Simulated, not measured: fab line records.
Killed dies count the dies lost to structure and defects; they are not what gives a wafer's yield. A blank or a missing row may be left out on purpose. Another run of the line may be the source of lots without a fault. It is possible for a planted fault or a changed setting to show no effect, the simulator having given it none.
fab line records	flow n5_finfet
record: lots: 5	wafers: 15	last_day: 17
route steps=1938 shown FIN_SAQP@103 BEOL_M4@1111 PASSIVATION@1936
lots that met no fault: taken from a fault-free run of the same line
start_h: the number of hours between the record's first day and the start of the first shown wafer of the lot	wait_h: hours from the lot's prior step to this one	" identical to the entry in the row above	L1.1+2: a row that stands for several wafers	- no value, or no start was given	* or withheld: withheld	< > ~ a bound
route shown NAME@n: names a module that has steps shown in the file, with the first one's number in the route	usual: average and standard deviation across the fault-free wafers	same: alike in all rows	chamber/n: place in a boat	sites: each site's reading	_std_site: standard deviation of those values	_edge_site: outer sites' mean less inner sites'	radius_mm: how far each site lies from the wafer's centre	mask NAME#n: copy n	behind: the tool/chamber that last shaped the wafer	hold: cause of the lot's hold/its duration in hours/its outcome	device: which transistor (n, p or np) failed to switch	end of line: the same wafers' tests at the end of the route	a step without rows: its recipe alone	killed: count of dies lost to structure and defects at first sort (not the wafer's yield)	map: dies across one wafer; x = killed, . = not, _ = none there
set.NAME: the run value of the setting; set.NAME@STEP: its run value at that earlier step	model.NAME: the simulator's own value behind a step, which no gauge read
lots seen at some steps along the route; tables by step, rows by wafer
services: when a tool's chamber went out of use (start_h, in hours from the record's first day, below 0 if earlier), for how many hours, and the reason
== steps ==
step: N5_FIN_SAQP_COAT_49
recipe: resist: SOC	temp_c: 250	time_s: 60	spin_rpm: 1500	resist_thk_nm: 100
step: N5_FIN_SAQP_COAT_50
recipe: resist: SiARC	temp_c: 220	time_s: 60	spin_rpm: 1500	resist_thk_nm: 35
step: N5_FIN_SAQP_COAT_10
recipe: resist: CAR-ArF	spin_rpm: 1500	resist_thk_nm: 90
step: N5_FIN_SAQP_EBR_12
recipe: solvent: PGMEA	ebr_width_mm: 1.5
step: N5_FIN_SAQP_SOFTBAKE_11
recipe: temp_c: 110	time_s: 60	resist: CAR-ArF
step: N5_FIN_SAQP_EXPOSE_13
recipe: mask_id: FIN_CORE	na: 1.35	source_shape: dipole	sigma_inner: 0.538	sigma_outer: 0.738	polarization: te	target_cd_nm: 35.6	dose_mj: 63.25
step: N5_FIN_SAQP_PEB_14
recipe: peb_temp_c: withheld	peb_time_s: 60	resist: CAR-ArF
step: N5_FIN_SAQP_DEVELOP_15
recipe: develop_time_s: 30	developer: TMAH	resist: CAR-ArF	dev_temp_c: 23	rinse_liquid: diw	dry: air_spin
step: N5_FIN_SAQP_CD_MEAS_16
recipe: target_cd_nm: 35.6	landing_energy_ev: 500	detector: se_inlens
usual: cd_nm: 35.4/0.34
lot.wafer	tool	chamber	start_h	wait_h	cd_nm
L182.1	cd_sem-03	0	22.16	-	34.5
L182.5	"	0	"	"	35.4
L182.6	"	0	"	"	35.3
L183.1	cd_sem-02	0	28.68	-	35.3
L183.3	"	0	"	"	35.8
L183.6	"	0	"	"	35.5
L202.1	cd_sem-03	0	141.89	-	34.5
L202.3	"	0	"	"	35.1
L202.4	"	0	"	"	35.6
L203.2	cd_sem-01	0	147.72	-	36.2
L203.5	"	0	"	"	35.7
L203.6	"	0	"	"	35.9
L204.4	cd_sem-03	0	153.92	-	35.1
L204.5	"	0	"	"	34.9
L204.6	"	0	"	"	35.5
step: N5_FIN_SAQP_OVL_MEAS_17
recipe: points_per_wafer: 44
usual: FIN_CORE_OVL: -0.4/0.83
lot.wafer	tool	chamber	start_h	wait_h	FIN_CORE_OVL[nm]
L182.1	overlay-02	0	22.20	0.0	0.5
L182.5	"	0	"	"	-1.0
L182.6	"	0	"	"	-1.0
L183.1	overlay-01	0	28.72	0.0	-1.6
L183.3	"	0	"	"	-0.9
L183.6	"	0	"	"	-0.3
L202.1	overlay-02	0	141.93	0.0	-0.2
L202.3	"	0	"	"	0.2
L202.4	"	0	"	"	1.0
L203.2	overlay-01	0	147.76	0.0	0.4
L203.5	"	0	"	"	0.5
L203.6	"	0	"	"	-0.4
L204.4	overlay-01	0	153.96	0.0	-1.3
L204.5	"	0	"	"	-0.2
L204.6	"	0	"	"	-0.9
step: N5_FIN_SAQP_INSPECT_18
recipe: mode: adi	inspect_instrument: brightfield
usual: raw_defect_count: 421/110
lot.wafer	tool	chamber	start_h	wait_h	raw_defect_count
L182.1	defect_inspect-02	-	22.22	0.0	252
L182.5	"	-	"	"	295
L182.6	"	-	"	"	409
L183.1	defect_inspect-02	-	28.74	0.0	393
L183.3	"	-	"	"	530
L183.6	"	-	"	"	388
L202.1	defect_inspect-01	-	141.95	0.0	512
L202.3	"	-	"	"	437
L202.4	"	-	"	"	439
L203.2	defect_inspect-02	-	147.78	0.0	338
L203.5	"	-	"	"	558
L203.6	"	-	"	"	651
L204.4	defect_inspect-02	-	153.98	0.0	360
L204.5	"	-	"	"	406
L204.6	"	-	"	"	550
step: N5_FIN_SAQP_DESCUM_21
recipe: chemistry: O2	time_s: 7.9	source_power_w: 50	bias_power_w: 20	pressure_mtorr: 20	rf_frequency_hz: 2.712e+07	temp_c: 40	resist: CAR-ArF	o2_flow_sccm: 225
usual: drypump_motor_current_A: 5.6/0.44	oes_product_au: 0.78/0.064	rf_vpp_V: 243.8/1.2	showerhead_plenum_p_Torr: 2.14/0.057	throttle_valve_pct: 20.37/0.21
lot.wafer	tool	chamber	start_h	wait_h	drypump_motor_current_A	oes_product_au	rf_hours_counter_h	rf_vpp_V	showerhead_plenum_p_Torr	throttle_valve_pct
L182.1	rie_diel-03	1	22.26	0.0	5.4	0.81	84	242.2	2.11	20.07
L182.5	"	0	"	"	5.3	0.88	-	246.1	2.23	20.11
L182.6	"	1	"	"	5.4	0.81	-	242.5	2.11	20.07
L183.1	rie_diel-04	0	28.78	0.0	6.1	0.80	114	244.2	2.12	20.69
L183.3	"	2	"	"	6.1	0.73	183	243.0	2.09	20.27
L183.6	"	3	"	"	5.9	0.76	-	245.3	2.19	20.37
L202.1	rie_diel-03	2	142.13	0.2	5.2	0.78	155	243.4	2.09	20.20
L202.3	"	1	"	"	5.4	0.76	128	243.0	2.10	20.14
L202.4	"	0	"	"	5.3	0.82	93	246.9	2.21	20.19
L203.2	rie_diel-01	2	147.82	0.0	4.8	0.73	166	242.1	2.01	20.59
L203.5	"	0	"	"	5.8	0.78	-	243.9	2.11	20.38
L203.6	"	3	"	"	6.2	0.86	-	245.5	2.20	20.06
L204.4	rie_diel-01	2	154.01	0.0	4.8	0.72	169	240.6	2.01	20.60
L204.5	"	3	"	"	6.1	0.86	-	245.4	2.20	20.08
L204.6	"	2	"	"	4.8	0.73	-	242.6	2.01	20.60
step: N5_FIN_SAQP_ETCH_51
recipe: chemistry: CF4	target: SiARC	target_depth_a: 455	mask_material: CAR-ArF	time_s: 75.8	ion_energy_ev: 80	pressure_mtorr: 40	source_w: 545	bias_w: 36	Ar_flow_sccm: 100	cf4_flow_sccm: 100	ends: cleared
usual: drypump_motor_current_A: 5.6/0.44	etch_rf_on_time_s: 75.3/1.3	oes_product_au: 0.67/0.054	rf_vpp_V: 184.5/1	showerhead_plenum_p_Torr: 2.17/0.057	throttle_valve_pct: 15.53/0.16
lot.wafer	tool	chamber	start_h	wait_h	drypump_motor_current_A	etch_rf_on_time_s	oes_product_au	rf_hours_counter_h	rf_vpp_V	showerhead_plenum_p_Torr	throttle_valve_pct
L182.1	rie_diel-03	1	22.31	0.0	5.4	76.4	0.70	84	183.9	2.16	15.28
L182.5	"	0	"	"	5.3	74.6	0.74	-	186.2	2.26	15.22
L182.6	"	1	"	"	5.3	76.1	0.70	-	184.7	2.16	15.28
L183.1	rie_diel-04	0	28.81	0.0	6.1	76.4	0.68	114	183.6	2.15	15.75
L183.3	"	2	"	"	6.1	75.9	0.63	183	184.1	2.13	15.47
L183.6	"	3	"	"	5.9	75.7	0.66	-	186.7	2.22	15.52
L202.1	rie_diel-03	2	142.17	0.0	5.2	74.0	0.67	155	184.3	2.14	15.47
L202.3	"	1	"	"	5.3	77.0	0.65	128	183.9	2.15	15.36
L202.4	"	0	"	"	5.3	96.5	0.61	93	186.0	2.24	15.30
L203.2	rie_diel-01	2	147.85	0.0	4.8	76.1	0.63	166	182.3	2.05	15.69
L203.5	"	0	"	"	5.8	75.6	0.65	-	183.9	2.14	15.47
L203.6	"	3	"	"	6.2	73.5	0.75	-	185.1	2.28	15.44
L204.4	rie_diel-01	2	154.05	0.0	4.8	75.9	0.62	169	182.7	2.05	15.68
L204.5	"	3	"	"	6.2	74.3	0.74	-	186.7	2.28	15.46
L204.6	"	2	"	"	4.8	76.0	0.62	-	182.0	2.05	15.70
step: N5_FIN_SAQP_ETCH_52
recipe: chemistry: N2/H2	target: SOC	target_depth_a: 1000	overetch_a: 200	mask_material: SiARC	temp_c: 40	time_s: 150	ion_energy_ev: 200	pressure_mtorr: 30	source_w: 840	bias_w: 150	n2_flow_sccm: 200	h2_flow_sccm: 200	ends: end_point
usual: drypump_motor_current_A: 5.6/0.44	oes_product_au: 0.70/0.055	rf_vpp_V: 525.0/2	showerhead_plenum_p_Torr: 2.58/0.068	throttle_valve_pct: 17.70/0.2
lot.wafer	tool	chamber	start_h	wait_h	drypump_motor_current_A	oes_product_au	rf_hours_counter_h	rf_vpp_V	showerhead_plenum_p_Torr	throttle_valve_pct
L182.1	rie_diel-03	1	22.40	0.1	5.4	0.73	84	525.0	2.58	17.57
L182.5	"	0	"	"	5.3	0.78	-	528.1	2.69	17.36
L182.6	"	1	"	"	5.4	0.74	-	524.0	2.58	17.57
L183.1	rie_diel-04	0	28.87	0.0	6.1	0.72	114	524.8	2.55	17.95
L183.3	"	2	"	"	6.1	0.65	183	523.5	2.53	17.56
L183.6	"	3	"	"	5.9	0.68	-	526.9	2.64	17.66
L202.1	rie_diel-03	2	142.23	0.0	5.2	0.69	156	523.8	2.53	17.55
L202.3	"	1	"	"	5.4	0.69	128	524.9	2.56	17.63
L202.4	"	0	"	"	5.4	0.72	93	527.4	2.67	17.45
L203.2	rie_diel-01	2	147.91	0.0	4.8	0.65	166	521.2	2.44	17.98
L203.5	"	0	"	"	5.8	0.69	-	523.7	2.54	17.69
L203.6	"	3	"	"	6.2	0.76	-	527.4	2.69	17.45
L204.4	rie_diel-01	2	154.10	0.0	4.8	0.65	169	521.0	2.44	17.99
L204.5	"	3	"	"	6.1	0.76	-	527.6	2.69	17.48
L204.6	"	2	"	"	4.8	0.65	-	520.6	2.44	18.00
step: N5_BEOL_M4_RC_MEAS_101
usual: DIBL_N: 36.2/1.7	DIBL_P: 36.2/2.2	IOFF_N: 0.16/0.035	IOFF_P: 0.21/0.042	ION_N: 673/13	ION_P: 462/7.9	SS_N: 71.4/0.59	SS_P: 73.2/0.7	VT_N: 250/3.6	VT_P: -251/3.5
lot.wafer	tool	chamber	start_h	wait_h	DIBL_N[mV/V]	DIBL_P[mV/V]	IOFF_N[nA/um]	IOFF_P[nA/um]	ION_N[uA/um]	ION_P[uA/um]	SS_N[mV/dec]	SS_P[mV/dec]	VT_N[mV]	VT_P[mV]
L182.1	prober-01	0	158.65	0.0	36.4	35.4	0.14	0.18	672	459	71.2	72.6	251	-251
L182.5	"	0	"	"	36.3	35.1	0.14	0.17	670	456	71.6	73.0	255	-254
L182.6	"	0	"	"	37.9	37.1	0.17	0.20	686	462	72.6	74.0	250	-250
L183.1	prober-01	0	167.06	0.0	37.0	38.0	0.16	0.21	678	460	72.1	73.3	249	-251
L183.3	"	0	"	"	36.5	37.9	0.16	0.22	684	464	71.8	73.3	245	-250
L183.6	"	0	"	"	37.1	38.4	0.18	0.22	682	462	71.1	72.3	248	-251
L202.1	prober-02	0	283.98	0.0	35.4	36.5	0.15	0.19	669	461	71.2	73.4	248	-253
L202.3	"	0	"	"	33.8	34.5	0.12	0.16	661	455	70.8	72.2	253	-254
L202.4	"	0	"	"	33.0	33.4	0.12	0.15	670	462	70.6	73.1	254	-255
L203.2	prober-01	0	302.35	0.2	37.6	36.4	0.15	0.23	666	464	71.0	72.8	252	-248
L203.5	"	0	"	"	36.7	34.8	0.15	0.21	678	466	71.3	72.7	248	-251
L203.6	"	0	"	"	36.3	34.9	0.13	0.20	673	466	71.0	73.6	252	-249
L204.4	prober-02	0	304.08	0.5	35.5	34.0	0.13	0.18	673	461	70.5	72.0	252	-250
L204.5	"	0	"	"	36.7	36.2	0.15	0.22	663	464	70.8	73.2	249	-248
L204.6	"	0	"	"	33.2	31.4	0.10	0.15	646	458	70.2	71.6	259	-254
step: N5_PASSIVATION_PROBE_49
usual: defect_limited_yield: 91.4/1.4	killed_at_M0_to_M3: 31/10	killed_at_M4_up: 14/5.6	killed_at_contacts: 13/6.3	killed_at_front_end: 39/10	killed_at_other: 4/3.1	killed_dies: 101/16	killed_open: 65/13	killed_short: 34/7.2	sort_bin_5_function: 5.1/0.88	sort_bin_6_memory: 3.2/0.66	sort_n_pass: 1079/16	sort_yield_pct: 91.4/1.4
same: gross_dies: 1180	killed_at_back_side: 0	sort_bin_4_leakage[%]: 0	sort_bin_8_speed[%]: 0
lot.wafer	tool	chamber	start_h	wait_h	defect_limited_yield[%]	killed_at_M0_to_M3	killed_at_M4_up	killed_at_contacts	killed_at_front_end	killed_at_other	killed_dies	killed_open	killed_short	sort_bin_5_function[%]	sort_bin_6_memory[%]	sort_n_pass	sort_yield_pct[%]
L182.1	prober-01	-	274.66	0.0	91.7	19	13	17	43	6	98	68	30	4.7	3.0	1082	91.7
L182.5	prober-01	-	274.86	0.2	91.0	39	11	11	43	2	106	67	39	4.7	4.0	1074	91.0
L182.6	prober-01	-	274.91	0.3	91.9	38	4	7	42	4	95	62	33	5.3	2.5	1085	91.9
L183.1	prober-01	-	279.03	0.0	91.1	24	11	18	49	3	105	71	32	4.6	3.9	1075	91.1
L183.3	prober-01	-	279.13	0.1	89.8	53	10	7	43	7	120	72	42	5.9	3.4	1060	89.8
L183.6	prober-01	-	279.28	0.3	91.7	28	6	7	53	4	98	58	38	4.9	3.1	1082	91.7
killed by level:class
L182.1 MOL_CONTACT_COAG:geometric_particle:open=14 STI_FIN_REVEAL:geometric_particle:open=11 BEOL_M4:geometric_particle:open=9 FIN_SAQP:geometric_particle:open=7 FIN_SAQP:geometric_particle:short=6 DUMMY_GATE:geometric_particle:open=5 BEOL_M0_SAQP:geometric_particle:short=5 BEOL_M3:geometric_particle:open=5
L182.5 BEOL_M3:geometric_particle:open=10 MOL_CONTACT_COAG:geometric_particle:open=9 BEOL_M1:geometric_particle:open=8 FIN_SAQP:geometric_particle:short=7 STI_FIN_REVEAL:geometric_particle:open=6 STI_FIN_REVEAL:geometric_particle:short=6 FIN_SAQP:geometric_particle:open=5 BEOL_M0_SAQP:geometric_particle:short=5
L182.6 BEOL_M3:geometric_particle:open=11 FIN_SAQP:geometric_particle:open=10 BEOL_M0_SAQP:geometric_particle:open=10 STI_FIN_REVEAL:geometric_particle:open=9 BEOL_M0_SAQP:geometric_particle:short=8 FIN_SAQP:geometric_particle:short=7 MOL_CONTACT_COAG:geometric_particle:open=6 STI_FIN_REVEAL:geometric_particle:short=4
L183.1 FIN_SAQP:geometric_particle:open=17 MOL_CONTACT_COAG:geometric_particle:open=13 BEOL_M3:geometric_particle:open=12 FIN_SAQP:geometric_particle:short=11 BEOL_M0_SAQP:geometric_particle:open=5 MOL_CONTACT_COAG:geometric_particle:short=5 STI_FIN_REVEAL:geometric_particle:open=4 STARTING-WAFER:geometric_particle:short=4
L183.3 FIN_SAQP:geometric_particle:open=15 BEOL_M3:geometric_particle:open=15 BEOL_M0_SAQP:geometric_particle:short=14 BEOL_M0_SAQP:geometric_particle:open=13 FIN_SAQP:geometric_particle:short=11 BEOL_M1:geometric_particle:open=7 MOL_CONTACT_COAG:geometric_particle:open=5 MIM_TOP:geometric_particle:short=4
L183.6 FIN_SAQP:geometric_particle:short=16 FIN_SAQP:geometric_particle:open=13 BEOL_M2:geometric_particle:open=10 BEOL_M3:geometric_particle:open=8 STI_FIN_REVEAL:geometric_particle:open=6 DUMMY_GATE:geometric_particle:open=5 MOL_CONTACT_COAG:geometric_particle:open=5 MIM_TOP:geometric_particle:short=3
== services ==
tool	chamber	start_h	hours	kind
rie_diel-04	3	1.79	6.0	repair
rie_diel-03	3	3.37	46.7	repair
rie_diel-01	-	10.29	2.8	pm
rie_diel-03	2	11.22	15.4	repair
rie_diel-04	1	39.38	-	clean
rie_diel-04	1	39.38	-	consumable_replace:focus_ring
rie_diel-04	1	39.38	14.2	scheduled_down
rie_diel-04	1	39.38	14.2	vent_cycle
rie_diel-01	3	43.78	-	clean
rie_diel-01	3	43.78	-	consumable_replace:focus_ring
rie_diel-01	3	43.78	-	consumable_replace:showerhead
rie_diel-01	3	43.78	15.0	scheduled_down
rie_diel-01	3	43.78	15.0	vent_cycle
rie_diel-01	0	51.63	3.6	repair
rie_diel-01	0	112.49	8.4	repair
rie_diel-03	-	150.21	4.3	pm
== key ==
first_sign: step: N5_FIN_SAQP_ETCH_51	reading: etch_rf_on_time_s	direction: up	sigmas: 17	usual: *	struck: *
effect none on later readings
met_at N5_FIN_SAQP_ETCH_51
struck_wafers L202.4
onset_between 22.31 142.17
fault: kind: process_parameter_drift	tool: rie_diel-03	chamber: -	onset_h: 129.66	steps: N5_FIN_SAQP_ETCH_51	channel: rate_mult	offset: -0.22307	shape: step	end_h: 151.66	scope: struck_wafers_only
